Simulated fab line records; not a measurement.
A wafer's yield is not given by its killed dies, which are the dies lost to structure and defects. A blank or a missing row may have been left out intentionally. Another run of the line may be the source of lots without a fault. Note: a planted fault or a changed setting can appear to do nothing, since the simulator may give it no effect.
fab line records -- flow n5Finfet
record lots=11, wafers=31, lastDay=17
route steps=1938 shown PASSIVATION@1907
lots that met no fault: taken from a fault-free run of the same line
startH: the number of hours between the record's first day and the start of the first shown wafer of the lot -- waitH: how many hours have passed since the lot's step before this one -- " unchanged from the row above -- L1.1+2: one row covering several wafers at once -- - value missing, or start not given -- * or withheld: withheld -- < > ~ a bound
route shown NAME@n: NAME is a module with steps in the file, n the number in the route of the first one -- usual: mean and standard deviation over wafers with no fault -- same: alike in all rows -- chamber/n: place in a boat -- sites: readings site by site -- _std_site: how widely they spread, as a standard deviation -- _edge_site: inner sites' mean taken away from outer sites' mean -- radiusMm: how far each site lies from the wafer's centre -- mask NAME#n: copy n -- behind: the last tool/chamber to shape the wafer -- hold: why the lot was held/for how many hours/how that ended -- device: the transistor (n, p or np) that didn't switch -- end of line: tests of these same wafers at the route's end -- step lacking rows: just its recipe -- killed: at the first sort, the dies lost to defects and structure; wafer yield is something else -- map: shows each die of a wafer: x if killed, . if not, _ if none is there
set.NAME: setting as actually run; set.NAME@STEP: the setting as run at that earlier step -- model.NAME: the simulator's own value behind a step, which no gauge read
a sample of lots followed through the steps of the route, with each step as a table and each wafer as a row
services: when a tool's chamber went out of use (startH, in hours from the record's first day, below 0 if earlier), for how many hours, and the reason
## steps
# step N5_PASSIVATION_INSPECT_64
# recipe mode=adi, inspectInstrument=macro
# usual rawDefectCount=2.0/1.3
lot.wafer,tool,chamber,startH,waitH,rawDefectCount
L433.2,defectInspect-01,-,284.41,0.0,1
L433.4,defectInspect-01,-,284.41,0.0,4
L433.5,defectInspect-01,-,284.41,0.0,4
L436.2,defectInspect-02,-,284.96,0.0,4
L436.3,defectInspect-02,-,284.96,0.0,3
L436.4,defectInspect-02,-,284.96,0.0,0
L437.2,defectInspect-01,-,298.19,0.0,2
L437.3,defectInspect-01,-,298.19,0.0,2
L437.4,defectInspect-01,-,298.19,0.0,1
L439.3,defectInspect-01,-,308.08,0.0,1
L439.4,defectInspect-01,-,308.08,0.0,4
L439.6,defectInspect-01,-,308.08,0.0,6
L442.2,defectInspect-01,-,322.78,0.0,1
L442.5,defectInspect-01,-,322.78,0.0,0
L442.6,defectInspect-01,-,322.78,0.0,2
L444.1,defectInspect-01,-,343.78,0.0,2
L444.5,defectInspect-01,-,343.78,0.0,3
L449.1,defectInspect-01,-,368.82,0.0,4
L449.3,defectInspect-01,-,368.82,0.0,4
L449.5,defectInspect-01,-,368.82,0.0,3
L450.2,defectInspect-01,-,375.75,0.0,2
L450.4,defectInspect-01,-,375.75,0.0,2
L450.6,defectInspect-01,-,375.75,0.0,3
L451.2,defectInspect-01,-,382.33,0.0,1
L451.6,defectInspect-01,-,382.33,0.0,3
L455.2,defectInspect-01,-,408.69,0.0,1
L455.4,defectInspect-01,-,408.69,0.0,2
L455.6,defectInspect-01,-,408.69,0.0,2
L454.1,defectInspect-01,-,409.43,0.0,0
L454.2,defectInspect-01,-,409.43,0.0,2
L454.5,defectInspect-01,-,409.43,0.0,1
# step N5_PASSIVATION_CD_MEAS_44
# recipe targetCdNm=40000, landingEnergyEv=500, detector=seInlens
# usual cdNm=40000/3.7
lot.wafer,tool,chamber,startH,waitH,cdNm
L433.2,cdSem-01,0,286.50,-,39993
L433.4,cdSem-01,0,286.50,-,39993
L433.5,cdSem-01,0,286.50,-,40002
L436.2,cdSem-01,0,286.79,-,40002
L436.3,cdSem-01,0,286.79,-,40000
L436.4,cdSem-01,0,286.79,-,40000
L437.2,cdSem-02,0,300.36,-,39997
L437.3,cdSem-02,0,300.36,-,40000
L437.4,cdSem-02,0,300.36,-,39996
L439.3,cdSem-01,0,310.59,-,39997
L439.4,cdSem-01,0,310.59,-,39996
L439.6,cdSem-01,0,310.59,-,39998
L442.2,cdSem-02,0,324.47,-,39994
L442.5,cdSem-02,0,324.47,-,39998
L442.6,cdSem-02,0,324.47,-,40000
L444.1,cdSem-02,0,345.69,-,40003
L444.5,cdSem-02,0,345.69,-,40002
L449.1,cdSem-03,0,370.72,-,40001
L449.3,cdSem-03,0,370.72,-,40002
L449.5,cdSem-03,0,370.72,-,40006
L450.2,cdSem-02,0,377.96,-,40008
L450.4,cdSem-02,0,377.96,-,40009
L450.6,cdSem-02,0,377.96,-,40007
L451.2,cdSem-02,0,384.14,-,39997
L451.6,cdSem-02,0,384.14,-,39994
L455.2,cdSem-03,0,410.37,-,39997
L455.4,cdSem-03,0,410.37,-,39997
L455.6,cdSem-03,0,410.37,-,40006
L454.1,cdSem-02,0,411.73,-,39999
L454.2,cdSem-02,0,411.73,-,40000
L454.5,cdSem-02,0,411.73,-,40000
# step N5_PASSIVATION_PASS_ETCH_47
# recipe chemistry=CF4/O2, target=SiNx, targetDepthA=7700, timeS=385, ionEnergyEv=100, pressureMtorr=40, sourceW=535, biasW=49, Ar_flow_sccm=100, cf4FlowSccm=100, O2_flow_sccm=10
# usual drypumpMotorCurrentA=5.5/0.38, oesProductAu=0.79/0.074, rfVppV=245/9.4, runLengthS=408.2/0.53, showerheadPlenumPTorr=2.20/0.08, throttleValvePct=15.83/0.26
lot.wafer,tool,chamber,startH,waitH,drypumpMotorCurrentA,oesProductAu,rfHoursCounterH,rfVppV,runLengthS,showerheadPlenumPTorr,throttleValvePct
L433.2,rieDiel-01,3,286.62,0.0,5.9,0.69,231,258,408.1,2.26,16.05
L433.4,rieDiel-01,1,286.62,0.0,5.2,0.73,187,237,407.4,2.18,15.99
L433.5,rieDiel-01,2,286.62,0.0,5.4,0.80,-,253,407.4,2.22,15.78
L436.2,rieDiel-04,0,286.95,0.0,6.0,0.83,52,247,408.5,2.24,15.63
L436.3,rieDiel-04,1,286.95,0.0,5.6,0.90,31,242,407.5,2.33,15.63
L436.4,rieDiel-04,2,286.95,0.0,5.7,0.88,24,255,408.2,2.26,15.94
L437.2,rieDiel-05,1,300.48,0.0,5.6,0.75,118,242,407.5,2.13,15.73
L437.3,rieDiel-05,2,300.48,0.0,5.7,0.74,190,236,409.0,2.03,16.33
L437.4,rieDiel-05,2,300.48,0.0,5.7,0.74,-,236,408.9,2.03,16.32
L439.3,rieDiel-05,1,310.94,0.0,5.6,0.75,123,240,408.3,2.13,15.72
L439.4,rieDiel-05,2,310.94,0.0,5.7,0.75,-,238,408.8,2.02,16.34
L439.6,rieDiel-05,0,310.94,0.0,4.9,0.68,-,236,408.2,2.09,16.19
L442.2,rieDiel-01,2,324.59,0.0,5.4,0.79,120,254,407.8,2.21,15.82
L442.5,rieDiel-01,1,324.59,0.0,5.2,0.71,-,237,407.7,2.17,16.03
L442.6,rieDiel-01,2,324.59,0.0,5.4,0.79,-,252,407.5,2.21,15.82
L444.1,rieDiel-04,1,346.11,0.0,5.6,0.88,49,240,407.4,2.32,15.67
L444.5,rieDiel-04,3,346.11,0.0,5.1,0.82,-,236,408.8,2.23,15.38
L449.1,rieDiel-04,1,371.05,0.0,5.6,0.87,59,240,436.2,2.32,15.67
L449.3,rieDiel-04,2,371.05,0.0,5.7,0.84,54,255,437.5,2.25,15.98
L449.5,rieDiel-04,3,371.05,0.0,5.0,0.81,-,237,437.3,2.23,15.39
L450.2,rieDiel-04,2,378.08,0.0,5.6,0.83,57,255,436.6,2.25,16.00
L450.4,rieDiel-04,3,378.08,0.0,5.1,0.81,76,236,436.9,2.22,15.39
L450.6,rieDiel-04,3,378.08,0.0,5.1,0.81,-,237,437.4,2.22,15.39
L451.2,rieDiel-05,3,384.40,0.0,5.0,0.87,29,236,408.5,2.24,15.66
L451.6,rieDiel-05,2,384.40,0.0,5.7,0.72,-,236,408.7,2.02,16.40
L455.2,rieDiel-05,1,410.69,0.0,5.6,0.72,160,240,408.2,2.12,15.79
L455.4,rieDiel-05,0,410.69,0.0,4.9,0.91,19,237,408.5,2.35,15.75
L455.6,rieDiel-05,1,410.69,0.0,5.6,0.71,-,241,407.8,2.12,15.79
L454.1,rieDiel-01,3,412.10,0.0,5.9,0.89,21,258,408.3,2.24,15.63
L454.2,rieDiel-01,2,412.10,0.0,5.4,0.76,152,252,407.6,2.20,15.88
L454.5,rieDiel-01,0,412.10,0.0,6.0,0.81,-,261,408.2,2.14,15.79
# step N5_PASSIVATION_STRIP_48
# recipe chemistry=O2, powerW=600, tempC=60, pressureMtorr=30, rfFrequencyHz=6e+07, biasPowerW=0, overashFraction=0.5, o2FlowSccm=225
# usual drypumpMotorCurrentA=5.5/0.38, oesProductAu=0.79/0.082, rfVppV=3.9/2.7, showerheadPlenumPTorr=2.09/0.084, throttleValvePct=16.63/0.28
# same biasPowerW=0
lot.wafer,tool,chamber,startH,waitH,drypumpMotorCurrentA,oesProductAu,rfHoursCounterH,rfVppV,showerheadPlenumPTorr,throttleValvePct
L433.2,rieDiel-01,0,287.14,0.1,6.0,0.87,72,1.0,2.01,16.30
L433.4,rieDiel-01,0,287.14,0.1,6.0,0.86,-,0.8,2.01,16.23
L433.5,rieDiel-01,2,287.14,0.1,5.4,0.78,-,6.5,2.15,16.91
L436.2,rieDiel-04,0,287.47,0.1,6.0,0.86,52,6.1,2.13,16.36
L436.3,rieDiel-04,1,287.47,0.1,5.6,0.91,31,6.5,2.20,16.35
L436.4,rieDiel-04,2,287.47,0.1,5.6,0.89,24,7.1,2.12,16.57
L437.2,rieDiel-05,1,300.99,0.1,5.6,0.74,118,3.5,2.02,16.50
L437.3,rieDiel-05,2,300.99,0.1,5.8,0.70,190,0.8,1.93,17.19
L437.4,rieDiel-05,2,300.99,0.1,5.8,0.72,-,3.8,1.92,17.26
L439.3,rieDiel-05,1,311.46,0.1,5.5,0.75,123,6.9,2.02,16.51
L439.4,rieDiel-05,2,311.46,0.1,5.7,0.70,-,3.8,1.92,17.20
L439.6,rieDiel-05,0,311.46,0.1,4.9,0.69,-,0.8,1.95,16.82
L442.2,rieDiel-01,2,325.11,0.1,5.4,0.77,121,3.9,2.15,16.85
L442.5,rieDiel-01,1,325.11,0.1,5.2,0.74,-,1.9,2.06,16.81
L442.6,rieDiel-01,2,325.11,0.1,5.4,0.81,-,1.6,2.15,16.85
L444.1,rieDiel-04,1,346.63,0.1,5.6,0.89,49,1.8,2.19,16.34
L444.5,rieDiel-04,3,346.63,0.1,5.1,0.79,-,3.3,2.13,16.30
L449.1,rieDiel-04,1,371.57,0.1,5.6,0.90,59,0.8,2.19,16.45
L449.3,rieDiel-04,2,371.57,0.1,5.7,0.81,54,3.6,2.11,16.66
L449.5,rieDiel-04,3,371.57,0.1,5.0,0.80,-,0.4,2.13,16.32
L450.2,rieDiel-04,2,378.60,0.1,5.7,0.89,57,0.6,2.11,16.67
L450.4,rieDiel-04,3,378.60,0.1,5.1,0.81,76,2.7,2.13,16.37
L450.6,rieDiel-04,3,378.60,0.1,5.0,0.80,-,2.6,2.13,16.20
L451.2,rieDiel-05,3,384.92,0.1,5.0,0.84,29,10.7,2.14,16.36
L451.6,rieDiel-05,2,384.92,0.1,5.7,0.71,-,4.6,1.92,17.26
L455.2,rieDiel-05,1,411.20,0.1,5.6,0.72,160,2.7,2.01,16.61
L455.4,rieDiel-05,0,411.20,0.1,4.8,0.91,19,0,2.20,16.31
L455.6,rieDiel-05,1,411.20,0.1,5.6,0.67,-,5.1,2.01,16.63
L454.1,rieDiel-01,3,412.62,0.1,5.9,0.94,21,2.5,2.17,16.63
L454.2,rieDiel-01,2,412.62,0.1,5.4,0.72,153,8.6,2.14,16.98
L454.5,rieDiel-01,0,412.62,0.1,6.0,0.82,-,0.7,2.00,16.37
# step N5_PASSIVATION_PROBE_49
# usual defectLimitedYield=91.1/1.6, killed_at_M0_to_M3=35/11, killed_at_M4_up=13/5.4, killedAtContacts=13/6.5, killedAtFrontEnd=40/14, killedAtOther=4/3.1, killedDies=105/18, killedOpen=69/14, killedShort=34/7.3, sort_bin_5_function=5.2/0.96, sort_bin_6_memory=3.4/0.77, sort_bin_8_speed=0.02/0.13, sortNPass=1075/19, sortYieldPct=91.1/1.6
# same grossDies=1180, killedAtBackSide=0, sort_bin_4_leakage[%]=0
lot.wafer,tool,chamber,startH,waitH,defectLimitedYield[%],killed_at_M0_to_M3,killed_at_M4_up,killedAtContacts,killedAtFrontEnd,killedAtOther,killedDies,killedOpen,killedShort,sort_bin_5_function[%],sort_bin_6_memory[%],sort_bin_8_speed[%],sortNPass,sortYieldPct[%]
L433.2,prober-01,-,289.68,0.1,90.3,58,13,9,32,3,115,66,45,5.3,4.0,0,1065,90.3
L433.4,prober-01,-,289.78,0.2,91.7,35,16,7,32,8,98,60,37,5.3,2.9,0,1082,91.7
L433.5,prober-01,-,289.83,0.2,92.1,20,11,11,46,5,93,57,29,4.7,2.6,0,1087,92.1
L436.2,prober-02,-,290.47,0.1,90.6,40,12,5,50,4,111,61,44,5.3,3.8,0,1069,90.6
L436.3,prober-02,-,290.52,0.1,93.8,22,9,2,32,8,73,47,26,3.3,2.5,0,1107,93.8
L436.4,prober-02,-,290.57,0.2,90.1,52,21,3,40,1,117,77,34,5.5,4.2,1.44,1046,88.6
L437.2,prober-02,-,303.55,0.1,93.2,32,18,2,27,1,80,53,26,3.2,3.3,0,1100,93.2
L437.3,prober-02,-,303.60,0.1,93.7,37,8,2,26,1,74,42,32,3.4,2.8,0,1106,93.7
L437.4,prober-02,-,303.65,0.2,88.9,49,11,12,55,4,131,97,33,6.0,4.8,0,1049,88.9
L439.3,prober-02,-,314.05,0.1,90.8,35,14,17,39,3,108,72,36,5.3,3.6,0,1072,90.8
L439.4,prober-02,-,314.10,0.2,90.8,42,12,14,35,6,109,71,30,5.0,3.3,0,1071,90.8
L439.6,prober-02,-,314.20,0.3,91.1,31,9,26,38,1,105,74,30,5.7,3.1,0,1075,91.1
L442.2,prober-02,-,327.65,0.1,93.4,19,14,9,34,2,78,52,26,4.2,2.1,0,1102,93.4
L442.5,prober-02,-,327.80,0.2,92.6,24,9,8,42,4,87,50,37,4.7,2.4,0,1093,92.6
L442.6,prober-02,-,327.85,0.3,92.5,26,7,23,31,1,88,59,29,4.7,2.5,0,1092,92.5
L444.1,prober-01,-,349.13,0.0,87.5,25,13,17,91,2,148,100,44,7.0,4.8,0,1032,87.5
L444.5,prober-01,-,349.33,0.2,91.6,39,5,7,42,6,99,70,27,5.0,3.1,0,1081,91.6
L449.1,prober-01,-,374.06,0.0,92.6,25,22,10,26,4,87,62,20,4.7,2.2,0,1093,92.6
L449.3,prober-01,-,374.16,0.1,92.8,26,15,9,28,7,85,56,25,4.0,3.1,0,1095,92.8
L449.5,prober-01,-,374.26,0.2,92.1,23,18,6,44,2,93,58,30,4.5,2.8,0,1087,92.1
L450.2,prober-02,-,381.19,0.1,89.7,57,10,10,43,2,122,75,42,6.4,3.5,0,1058,89.7
L450.4,prober-02,-,381.29,0.2,88.8,55,8,15,51,3,132,92,40,6.4,4.2,0,1048,88.8
L450.6,prober-02,-,381.39,0.3,88.2,54,10,19,56,0,139,94,41,7.5,3.6,0,1041,88.2
L451.2,prober-02,-,387.46,0.1,86.1,45,8,14,91,6,164,113,50,8.8,4.9,0,1016,86.1
L451.6,prober-02,-,387.66,0.3,87.5,40,14,11,78,5,148,106,32,7.5,4.2,0,1032,87.5
L455.2,prober-01,-,413.74,0.1,89.6,47,11,11,48,6,123,89,30,6.7,3.7,0,1057,89.6
L455.4,prober-01,-,413.84,0.2,90.4,35,12,8,53,5,113,71,39,5.6,3.4,0,1067,90.4
L455.6,prober-01,-,413.94,0.3,90.1,36,14,18,46,3,117,72,42,5.8,3.5,0,1063,90.1
L454.1,prober-01,-,415.66,0.0,91.1,29,14,19,39,4,105,66,36,4.8,3.6,0,1075,91.1
L454.2,prober-01,-,415.71,0.1,92.4,35,9,5,39,2,90,64,26,4.5,3.0,0,1090,92.4
L454.5,prober-01,-,415.86,0.2,92.6,27,8,14,29,9,87,55,32,4.2,3.1,0,1093,92.6
# killed by level:class
L433.2 BEOL_M0_SAQP:geometricParticle:open=21 BEOL_M0_SAQP:geometricParticle:short=21 STI_FIN_REVEAL:geometricParticle:open=12 MOL_CONTACT_COAG:geometricParticle:open=6 BEOL_M5:geometricParticle:open=6 GATE_CUT:geometricParticle:short=4 BEOL_M2:geometricParticle:open=4 FIN_SAQP:geometricParticle:short=3
L433.4 BEOL_M0_SAQP:geometricParticle:short=9 MOL_CONTACT_COAG:geometricParticle:open=7 BEOL_M0_SAQP:geometricParticle:open=6 FIN_SAQP:geometricParticle:open=5 FIN_SAQP:geometricParticle:short=5 DUMMY_GATE:geometricParticle:open=5 BEOL_M1:geometricParticle:open=5 BEOL_M3:geometricParticle:open=5
L433.5 STI_FIN_REVEAL:geometricParticle:open=8 MOL_CONTACT_COAG:geometricParticle:open=8 FIN_SAQP:geometricParticle:open=7 BEOL_M4:geometricParticle:open=7 BEOL_M0_SAQP:geometricParticle:open=6 GATE_CUT:geometricParticle:short=5 ILD0:geometricParticle:short=4 BEOL_M3:geometricParticle:open=4
L436.2 FIN_SAQP:geometricParticle:short=12 BEOL_M0_SAQP:geometricParticle:short=10 GATE_CUT:geometricParticle:short=9 DUMMY_GATE:geometricParticle:open=8 FIN_SAQP:geometricParticle:open=7 BEOL_M1:geometricParticle:open=7 BEOL_M3:geometricParticle:open=7 BEOL_M4:geometricParticle:open=6
L436.3 FIN_SAQP:geometricParticle:short=8 BEOL_M4:geometricParticle:open=8 BEOL_M3:geometricParticle:open=6 BEOL_M2:geometricParticle:open=5 FIN_SAQP:geometricParticle:open=4 BEOL_M3:geometricParticle:short=4 STARTING-WAFER:geometricParticle:short=4 DUMMY_GATE:geometricParticle:open=3
L436.4 BEOL_M0_SAQP:geometricParticle:open=15 BEOL_M4:geometricParticle:open=13 BEOL_M1:geometricParticle:open=11 BEOL_M0_SAQP:geometricParticle:short=11 DUMMY_GATE:geometricParticle:open=9 STI_FIN_REVEAL:geometricParticle:open=8 FIN_SAQP:geometricParticle:short=5 BEOL_M2:geometricParticle:open=5
L437.2 BEOL_M4:geometricParticle:open=14 BEOL_M2:geometricParticle:open=10 FIN_SAQP:geometricParticle:short=6 BEOL_M3:geometricParticle:open=5 STARTING-WAFER:geometricParticle:short=5 STI_FIN_REVEAL:geometricParticle:open=4 DUMMY_GATE:geometricParticle:open=4 BEOL_M0_SAQP:geometricParticle:open=4
L437.3 BEOL_M0_SAQP:geometricParticle:short=17 BEOL_M0_SAQP:geometricParticle:open=8 DUMMY_GATE:geometricParticle:open=6 FIN_SAQP:geometricParticle:open=5 STI_FIN_REVEAL:geometricParticle:open=4 BEOL_M4:geometricParticle:open=4 FIN_SAQP:geometricParticle:short=3 BEOL_M2:geometricParticle:open=3
L437.4 STI_FIN_REVEAL:geometricParticle:open=19 BEOL_M0_SAQP:geometricParticle:open=18 MOL_CONTACT_COAG:geometricParticle:open=10 BEOL_M0_SAQP:geometricParticle:short=9 FIN_SAQP:geometricParticle:open=8 BEOL_M2:geometricParticle:open=7 BEOL_M3:geometricParticle:open=7 DUMMY_GATE:geometricParticle:open=6
L439.3 MOL_CONTACT_COAG:geometricParticle:open=13 STI_FIN_REVEAL:geometricParticle:open=12 BEOL_M2:geometricParticle:open=12 FIN_SAQP:geometricParticle:short=7 BEOL_M1:geometricParticle:open=5 BEOL_M5:geometricParticle:open=5 STI_FIN_REVEAL:geometricParticle:short=4 BEOL_M0_SAQP:geometricParticle:short=4
L439.4 BEOL_M2:geometricParticle:open=16 MOL_CONTACT_COAG:geometricParticle:open=10 STI_FIN_REVEAL:geometricParticle:open=7 BEOL_M0_SAQP:geometricParticle:open=7 HKMG_FIN:areaEtch=7 BEOL_M0_SAQP:geometricParticle:short=5 MOL_CONTACT_COAG:geometricParticle:short=4 BEOL_M2:geometricParticle:short=4
L439.6 MOL_CONTACT_COAG:geometricParticle:open=21 BEOL_M2:geometricParticle:open=11 FIN_SAQP:geometricParticle:open=9 STI_FIN_REVEAL:geometricParticle:open=5 BEOL_M3:geometricParticle:open=5 MOL_CONTACT_COAG:geometricParticle:short=5 STARTING-WAFER:geometricParticle:short=5 GATE_CUT:geometricParticle:open=4
L442.2 MOL_CONTACT_COAG:geometricParticle:open=7 FIN_SAQP:geometricParticle:short=5 STI_FIN_REVEAL:geometricParticle:open=5 DUMMY_GATE:geometricParticle:open=5 BEOL_M2:geometricParticle:open=4 FIN_SAQP:geometricParticle:open=3 GATE_CUT:geometricParticle:short=3 GATE_CUT:geometricParticle:open=3
L442.5 BEOL_M0_SAQP:geometricParticle:short=9 FIN_SAQP:geometricParticle:short=8 GATE_CUT:geometricParticle:short=7 FIN_SAQP:geometricParticle:open=6 STI_FIN_REVEAL:geometricParticle:open=6 MOL_CONTACT_COAG:geometricParticle:open=6 BEOL_M4:geometricParticle:open=6 BEOL_M3:geometricParticle:open=5
L442.6 MOL_CONTACT_COAG:geometricParticle:open=18 STI_FIN_REVEAL:geometricParticle:open=13 BEOL_M1:geometricParticle:open=6 MOL_CONTACT_COAG:geometricParticle:short=5 FIN_SAQP:geometricParticle:short=4 STI_FIN_REVEAL:geometricParticle:short=4 BEOL_M0_SAQP:geometricParticle:short=4 BEOL_M2:geometricParticle:open=4
L444.1 FIN_SAQP:geometricParticle:open=28 STI_FIN_REVEAL:geometricParticle:open=19 FIN_SAQP:geometricParticle:short=11 DUMMY_GATE:geometricParticle:open=11 MOL_CONTACT_COAG:geometricParticle:open=11 BEOL_M0_SAQP:geometricParticle:open=7 MOL_CONTACT_COAG:geometricParticle:short=6 BEOL_M0_SAQP:geometricParticle:short=6
L444.5 STI_FIN_REVEAL:geometricParticle:open=10 BEOL_M0_SAQP:geometricParticle:open=9 FIN_SAQP:geometricParticle:open=8 BEOL_M3:geometricParticle:open=8 FIN_SAQP:geometricParticle:short=6 MOL_CONTACT_COAG:geometricParticle:open=6 DUMMY_GATE:geometricParticle:open=5 BEOL_M0_SAQP:geometricParticle:short=5
L449.1 BEOL_M4:geometricParticle:open=15 MOL_CONTACT_COAG:geometricParticle:open=9 BEOL_M1:geometricParticle:open=6 FIN_SAQP:geometricParticle:open=4 STI_FIN_REVEAL:geometricParticle:open=4 BEOL_M0_SAQP:geometricParticle:short=4 BEOL_M3:geometricParticle:open=4 BEOL_M2:geometricParticle:open=4
L449.3 BEOL_M4:geometricParticle:open=9 MOL_CONTACT_COAG:geometricParticle:open=7 DUMMY_GATE:geometricParticle:open=6 BEOL_M0_SAQP:geometricParticle:open=6 BEOL_M2:geometricParticle:open=6 FIN_SAQP:geometricParticle:open=5 BEOL_M1:geometricParticle:open=5 PASS1_CAP:geometricParticle:open=4
L449.5 STI_FIN_REVEAL:geometricParticle:open=9 FIN_SAQP:geometricParticle:short=8 BEOL_M4:geometricParticle:short=7 MOL_CONTACT_COAG:geometricParticle:open=6 BEOL_M0_SAQP:geometricParticle:open=6 BEOL_M1:geometricParticle:open=6 DUMMY_GATE:geometricParticle:open=5 BEOL_M0_SAQP:geometricParticle:short=5
L450.2 BEOL_M0_SAQP:geometricParticle:open=14 FIN_SAQP:geometricParticle:open=13 BEOL_M1:geometricParticle:open=11 BEOL_M3:geometricParticle:open=9 BEOL_M0_SAQP:geometricParticle:short=8 MOL_CONTACT_COAG:geometricParticle:open=7 FIN_SAQP:geometricParticle:short=6 BEOL_M1:geometricParticle:short=6
L450.4 STI_FIN_REVEAL:geometricParticle:open=22 BEOL_M3:geometricParticle:open=15 MOL_CONTACT_COAG:geometricParticle:open=14 BEOL_M1:geometricParticle:open=11 BEOL_M0_SAQP:geometricParticle:open=9 BEOL_M0_SAQP:geometricParticle:short=9 FIN_SAQP:geometricParticle:short=6 DUMMY_GATE:geometricParticle:open=5
L450.6 STI_FIN_REVEAL:geometricParticle:open=25 MOL_CONTACT_COAG:geometricParticle:open=17 BEOL_M0_SAQP:geometricParticle:open=10 BEOL_M1:geometricParticle:short=10 BEOL_M1:geometricParticle:open=10 BEOL_M0_SAQP:geometricParticle:short=8 FIN_SAQP:geometricParticle:open=7 FIN_SAQP:geometricParticle:short=6
L451.2 FIN_SAQP:geometricParticle:open=23 STI_FIN_REVEAL:geometricParticle:open=23 BEOL_M3:geometricParticle:open=18 FIN_SAQP:geometricParticle:short=15 MOL_CONTACT_COAG:geometricParticle:open=11 BEOL_M2:geometricParticle:open=11 STI_FIN_REVEAL:geometricParticle:short=7 GATE_CUT:geometricParticle:short=6
L451.6 FIN_SAQP:geometricParticle:open=26 STI_FIN_REVEAL:geometricParticle:open=15 BEOL_M2:geometricParticle:open=14 BEOL_M4:geometricParticle:open=10 MOL_CONTACT_COAG:geometricParticle:open=9 FIN_SAQP:geometricParticle:short=8 BEOL_M1:geometricParticle:open=8 BEOL_M3:geometricParticle:open=8
L455.2 STI_FIN_REVEAL:geometricParticle:open=19 BEOL_M2:geometricParticle:open=19 MOL_CONTACT_COAG:geometricParticle:open=9 DUMMY_GATE:geometricParticle:open=8 BEOL_M0_SAQP:geometricParticle:open=7 BEOL_M3:geometricParticle:open=6 FIN_SAQP:geometricParticle:short=5 BEOL_M0_SAQP:geometricParticle:short=5
L455.4 STI_FIN_REVEAL:geometricParticle:open=13 FIN_SAQP:geometricParticle:short=11 BEOL_M0_SAQP:geometricParticle:open=9 DUMMY_GATE:geometricParticle:open=8 FIN_SAQP:geometricParticle:open=7 MOL_CONTACT_COAG:geometricParticle:open=7 BEOL_M0_SAQP:geometricParticle:short=6 BEOL_M3:geometricParticle:short=5
L455.6 STI_FIN_REVEAL:geometricParticle:open=15 MOL_CONTACT_COAG:geometricParticle:open=14 BEOL_M0_SAQP:geometricParticle:short=8 BEOL_M0_SAQP:geometricParticle:open=6 BEOL_M3:geometricParticle:short=6 DUMMY_GATE:geometricParticle:open=5 FIN_SAQP:geometricParticle:short=4 GATE_CUT:geometricParticle:open=4
L454.1 MOL_CONTACT_COAG:geometricParticle:open=16 FIN_SAQP:geometricParticle:open=8 STI_FIN_REVEAL:geometricParticle:open=8 BEOL_M0_SAQP:geometricParticle:short=8 GATE_CUT:geometricParticle:short=6 BEOL_M0_SAQP:geometricParticle:open=6 BEOL_M3:geometricParticle:open=5 BEOL_M4:geometricParticle:short=5
L454.2 BEOL_M0_SAQP:geometricParticle:open=9 BEOL_M3:geometricParticle:open=9 FIN_SAQP:geometricParticle:open=7 DUMMY_GATE:geometricParticle:open=7 BEOL_M0_SAQP:geometricParticle:short=7 BEOL_M2:geometricParticle:open=6 MOL_CONTACT_COAG:geometricParticle:open=5 DUMMY_GATE:geometricParticle:short=4
L454.5 MOL_CONTACT_COAG:geometricParticle:open=10 BEOL_M0_SAQP:geometricParticle:short=7 GATE_CUT:geometricParticle:short=6 BEOL_M0_SAQP:geometricParticle:open=6 STI_FIN_REVEAL:geometricParticle:open=5 BEOL_M3:geometricParticle:open=5 BEOL_M4:geometricParticle:open=5 PAD_METAL:geometricParticle:open=5
## services
tool,chamber,startH,hours,kind
rieDiel-05,3,266.21,-,clean
rieDiel-05,3,266.21,-,consumableReplace:focusRing
rieDiel-05,3,266.21,19.3,scheduledDown
rieDiel-05,3,266.21,19.3,ventCycle
rieDiel-01,1,286.84,1.3,repair
rieDiel-05,3,295.88,15.1,repair
rieDiel-01,0,311.92,8.4,repair
rieDiel-05,0,314.81,2.2,repair
rieDiel-01,3,337.19,-,clean
rieDiel-01,3,337.19,-,consumableReplace:focusRing
rieDiel-01,3,337.19,15.0,scheduledDown
rieDiel-01,3,337.19,15.0,ventCycle
rieDiel-05,0,342.27,-,clean
rieDiel-05,0,342.27,-,consumableReplace:focusRing
rieDiel-05,0,342.27,-,consumableReplace:showerhead
rieDiel-05,0,342.27,16.1,scheduledDown
rieDiel-05,0,342.27,16.1,ventCycle
## key
firstSign step=N5_PASSIVATION_PASS_ETCH_47, reading=runLengthS, direction=up, sigmas=54, usual=*, struck=*
effect none on later readings
metAt N5_PASSIVATION_PASS_ETCH_47
struckLots L449,L450
notActingAt N5_PASSIVATION_INSPECT_64,N5_PASSIVATION_CD_MEAS_44,N5_PASSIVATION_STRIP_48
onsetBetween 346.11 371.05
fault kind=processParameterDrift, tool=rieDiel-04, chamber=-, onsetH=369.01, steps=N5_PASSIVATION_PASS_ETCH_47, channel=timeS, offset=*, shape=step, endH=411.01, actsIn=*, stated=*
